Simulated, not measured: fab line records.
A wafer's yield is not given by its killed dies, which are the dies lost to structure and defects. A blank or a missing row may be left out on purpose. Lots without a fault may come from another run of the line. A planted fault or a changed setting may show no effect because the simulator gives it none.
One fault through the eyes of 2 desks / flow nand-harc / what lay behind the numbers comes last; until then each desk has only its own

== FROM THE METROLOGY DESK ==
Lot by lot, what the gauges showed, no matter which tool ran the lot: averages of those sampled wafers that carry a number. A lot is out of limits, marked OUT, if its mean lies more than 4 standard deviations from the usual mean; the brackets give that distance.
Columns: A = thk-nm at NHARC_A_BONDPAD_THK_MEAS_30, usual 199.5 nm; B = overlay-x-nm at NHARC_HYBRID_BOND_OVL_MEAS_05, usual 2 nm; C = overlay-y-nm at NHARC_HYBRID_BOND_OVL_MEAS_05, usual 0 nm
lot=L937; first seen here=day 18 05:46; A=198.0; B=-11; C=13
lot=L940; first seen here=day 18 05:55; A=200.8; B=12; C=1
lot=L936; first seen here=day 18 06:22; A=198.2; B=11; C=15
lot=L939; first seen here=day 18 07:06; A=199.2; B=5; C=40
lot=L941; first seen here=day 18 23:51; A=200.4; B=-26; C=-45
lot=L938; first seen here=day 19 02:53; A=199.6; B=-10; C=-30
lot=L946; first seen here=day 19 17:01; A=198.4; B=17; C=26
lot=L943; first seen here=day 19 18:58; A=202.1; B=21; C=23
lot=L945; first seen here=day 20 01:28; A=199.9; B=5; C=6
lot=L944; first seen here=day 20 06:14; A=199.4; B=16; C=38
lot=L949; first seen here=day 20 23:22; A=198.7; B=11; C=28
lot=L948; first seen here=day 21 14:27; A=199.7; B=10; C=-14
lot=L956; first seen here=day 22 21:13; A=199.9; B=12; C=6
lot=L958; first seen here=day 23 07:01; A=199.5; B=-20; C=9
This desk's finding: nothing out of limits on any of the 14 lots.

== AT THE TOOL OWNER'S DESK: pecvd-onon-01 ==
The tool's own readings at NHARC_A_ONON_D1_DEP_09 (target thk 1000 nm): means of the sampled wafers that have a number, for each lot that ran on this tool. A lot is out of limits, marked OUT, if its mean lies more than 4 standard deviations from the usual mean; the brackets give that distance.
Columns: A = n2-flow-sccm at NHARC_A_ONON_D1_DEP_09, usual 2752 sccm
lot=L936; first seen here=day 8 00:04; A=2754
lot=L938; first seen here=day 8 07:46; A=2756
lot=L941; first seen here=day 8 22:29; A=2757
lot=L944; first seen here=day 9 20:09; A=2747
lot=L949; first seen here=day 10 19:16; A=2750
lot=L948; first seen here=day 10 19:37; A=2763
This desk's finding: nothing out of limits on any of the 6 lots.

== ALL TOGETHER ==
From the metrology desk's view, nothing was out of limits.
Nothing out of limits was seen by the tool owner's desk.

== WHAT THE SIMULATOR HAD INSERTED ==
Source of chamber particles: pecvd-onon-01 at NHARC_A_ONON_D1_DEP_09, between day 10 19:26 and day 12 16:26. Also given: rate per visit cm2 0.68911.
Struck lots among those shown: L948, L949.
